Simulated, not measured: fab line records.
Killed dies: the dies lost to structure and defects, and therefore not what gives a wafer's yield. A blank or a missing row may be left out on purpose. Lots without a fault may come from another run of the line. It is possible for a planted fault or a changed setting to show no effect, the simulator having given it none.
Chamber matching ; flow n5_finfet ; 4 sister chambers for N5_BEOL_M7_DESCUM_16 on rie_diel-01
The step chemistry O2, time 7.9 s. 4 wafers are shown with their chamber, then 11 later ones without.

## WAFERS PAIRED WITH THEIR CHAMBERS
wafer;chamber;drypump_motor_current_A (A)
L087.5;3;5.8
L087.6;0;6.7
L094.6;1;4.9
L092.1;2;6.0

## WAFERS MISSING THEIR CHAMBER
wafer;drypump_motor_current_A (A)
L092.4;5.9
L092.5;6.7
L093.1;4.9
L093.2;5.8
L093.4;6.0
L096.1;6.7
L096.3;5.9
L096.4;5.9
L097.2;5.9
L097.4;6.0
L097.6;5.9

## EACH ONE'S CHAMBER
wafer;from the rows above;in truth
L092.4;can't be placed: 2 or 3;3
L092.5;0;0
L093.1;1;1
L093.2;3;3
L093.4;2;2
L096.1;0;0
L096.3;can't be placed: 2 or 3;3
L096.4;can't be placed: 2 or 3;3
L097.2;can't be placed: 2 or 3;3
L097.4;2;2
L097.6;can't be placed: 2 or 3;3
Placed correctly: 6 of 11. From these rows, 5 cannot be placed; in 5 the true chamber is one of the candidates. 0 placed wrongly.
How it was worked out, from the rows above alone: a wafer's distance from a chamber is the root of the sum, over the readings, of the square of ((its reading less the chamber's mean) divided by the reading's scatter). The wafer belongs to the nearest chamber; if the next one is less than 2 further off, it can't be placed. A chamber's mean is the mean of its shown wafers. The scatter: root of mean squared gap, hidden wafer to nearest shown wafer, with one shown wafer a chamber.
